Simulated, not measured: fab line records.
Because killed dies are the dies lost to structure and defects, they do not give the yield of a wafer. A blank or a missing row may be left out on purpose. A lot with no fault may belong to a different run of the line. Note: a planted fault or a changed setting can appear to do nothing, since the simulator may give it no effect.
Matching of chambers | flow n5-finfet | N5_BEOL_M5_PRE_CLEAN_77 on cvd-co-01: 3 sister chambers
The step time 15 s. 3 wafers are shown with their chamber, then 12 later ones without.

== WAFERS PAIRED WITH THEIR CHAMBERS ==
wafer  | chamber | heater-power-w (W)
L092.1 | 0       | 76
L092.2 | 1       | 84
L092.6 | 2       | 86

== WAFERS WITHOUT THEIR CHAMBER ==
wafer  | heater-power-w (W)
L091.1 | 77
L091.2 | 80
L091.4 | 88
L094.1 | 82
L094.3 | 86
L094.4 | 81
L095.1 | 83
L095.2 | 86
L095.5 | 76
L097.2 | 84
L097.5 | 75
L097.6 | 82

== WHICH CHAMBER EACH ONE RAN IN ==
wafer  | from the rows above          | in truth
L091.1 | 0                            | 0
L091.2 | can't be placed: 0 or 1 or 2 | 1
L091.4 | can't be placed: 2 or 1      | 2
L094.1 | can't be placed: 1 or 2      | 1
L094.3 | can't be placed: 2 or 1      | 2
L094.4 | can't be placed: 1 or 0 or 2 | 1
L095.1 | can't be placed: 1 or 2      | 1
L095.2 | can't be placed: 2 or 1      | 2
L095.5 | 0                            | 0
L097.2 | can't be placed: 1 or 2      | 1
L097.5 | 0                            | 0
L097.6 | can't be placed: 1 or 2      | 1
Placed correctly: 3 of 12. Cannot be placed on the basis of these rows: 9; the candidates contain the true chamber in 9. Wrongly placed: 0.
How it was worked out, from the rows above alone: a wafer's distance from a chamber is the root of the sum, over the readings, of the square of ((its reading less the chamber's mean) divided by the reading's scatter). The wafer belongs to the nearest chamber; if the next one is less than 2 further off, it can't be placed. The mean given for a chamber averages the wafers shown for that chamber. The scatter (one wafer shown for each chamber): square how far every hidden wafer sits from the nearest shown wafer, average those squares and take the square root.
